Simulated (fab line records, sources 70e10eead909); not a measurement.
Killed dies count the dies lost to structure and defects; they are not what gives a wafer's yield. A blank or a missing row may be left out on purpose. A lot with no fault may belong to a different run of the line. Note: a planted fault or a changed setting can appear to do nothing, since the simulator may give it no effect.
Struck lot and sound lot, side by side	flow nand harc	14 out of 1159 route steps
Sound: wafers L352.3, L352.4, L352.6. Struck: wafers L341.1, L341.3, L341.5. Last of all comes the cause.
Order at every step that has rows: each side's tool, ch and its chambers, its first start. Under that, the readings that differ: sound wafers	struck wafers	difference of the means	sigmas: that difference in standard deviations of wafers without a fault.
alike: words and numbers the same on both sides, and readings whose means are apart by under 2 such deviations; not compared: readings that were withheld, readings missing a value for some wafer, numbers with overlapping values and no deviation given by the record, and bounds like >300 which may hide the same value.
A row with sigmas, a row that says differs or no value, or rows on one side alone: a step with any of these is where the two part. When numbers do not overlap yet have no deviation, they are printed without sigmas and do not part them. A reading missing from all wafers of one side parts the sides only when that side holds two or more wafers.

first, 1 step without rows for these wafers: NHARC_A_CHANNEL_FILL_D1_ALD_15 (deposits SiNx, target thk 2 nm, pulse time 60 s, ald cycles 19).
NHARC_A_CHANNEL_FILL_D1_ALD_16: deposits SiO2, target thk 1.5 nm, pulse time 10 s, ald cycles 15.
  sound on ald hk-03 ch 0,2,3, day 13 01:38; struck on ald hk-03 ch 2,3, day 10 06:36
reading	sound	struck	difference	sigmas
precursor pulse height rel	0.958 1.001 0.971	1.032 1.013 1.034	+0.050	+2
  alike: heater power outer w, heater power w
then, 2 steps without rows for these wafers: NHARC_A_CHANNEL_FILL_D1_ANNEAL_17 (time 1800 s); NHARC_A_CHANNEL_FILL_D1_CVD_18 (deposits poly-Si, target thk 3 nm).
NHARC_A_CHANNEL_FILL_D1_ETCHBACK_19: etches the open film in HBr/Cl2, target depth 5 nm, time 1.7 s.
  sound on rie si-04 ch 0,1,2, day 13 14:52; struck on rie si-02 ch 0,2,3, day 10 18:14
  alike: drypump motor current A, he backside leak sccm, oes product au, throttle valve pct
  not compared: rf hours counter h
NHARC_A_CHANNEL_FILL_D1_ETCHBACK_20: etches the open film in C4F8/O2/Ar, target depth 27 nm, time 13.5 s.
  sound on rie diel-07 ch 0,2, day 13 14:59; struck on rie diel-04 ch 0,1,2, day 10 18:22
reading	sound	struck	difference	sigmas
oes product au (a.u.)	1.01 1.00 1.02	0.90 0.92 0.91	-0.10	-3
  alike: rf vpp V
  not compared: rf hours counter h
NHARC_A_CHANNEL_FILL_D1_STRIP_28: strips in O2, time 20 s.
  sound on rie diel-07 ch 0,1,2, day 13 15:05; struck on rie diel-04 ch 0,2,3, day 10 18:28
  alike: drypump motor current A, oes product au, rf vpp V, showerhead plenum p Torr, throttle valve pct
  not compared: rf hours counter h
then, 4 steps without rows for these wafers: NHARC_A_CHANNEL_FILL_D1_PRECLEAN_21 (cleans in dHF, time 30 s); NHARC_A_CHANNEL_FILL_D1_SRD_23; NHARC_A_CHANNEL_FILL_D1_CVD_05 (deposits poly-Si, target thk 5 nm); NHARC_A_CHANNEL_FILL_D1_ANNEAL_22 (time 7200 s).
NHARC_A_CHANNEL_FILL_D1_THK_MEAS_06: measures by ellipsometry.
  sound on film metro-02, day 14 02:45; struck on film metro-01, day 11 06:10
  alike: thk nm
NHARC_A_CHANNEL_FILL_D1_ALD_25: deposits SiOx, target thk 60 nm, pulse time 10 s, ald cycles 600.
  sound on ald hk-04 ch 0,1,2, day 14 04:01; struck on ald hk-03 ch 0,1, day 11 06:13
  no value came back on the struck wafers for ald cycles, heater power outer w (W), heater power w (W), precursor pulse height rel; on the sound wafers ald cycles reads 600 600 600
NHARC_A_CHANNEL_FILL_D1_ETCHBACK_08: etches the open film in C4F8, target depth 220 nm, time 110 s.
  sound on rie diel-04 ch 0,1,2; struck on rie diel-04 ch 1,2,3
  alike: oes product au, rf vpp V
  not compared: rf hours counter h

WHERE THEY PART
Earliest at NHARC_A_CHANNEL_FILL_D1_ALD_16; latest, in this record, at NHARC_A_CHANNEL_FILL_D1_ALD_25. Later steps at which nothing parts them and some readings are alike: NHARC_A_CHANNEL_FILL_D1_ETCHBACK_08.

WHY: the cause the simulator had injected
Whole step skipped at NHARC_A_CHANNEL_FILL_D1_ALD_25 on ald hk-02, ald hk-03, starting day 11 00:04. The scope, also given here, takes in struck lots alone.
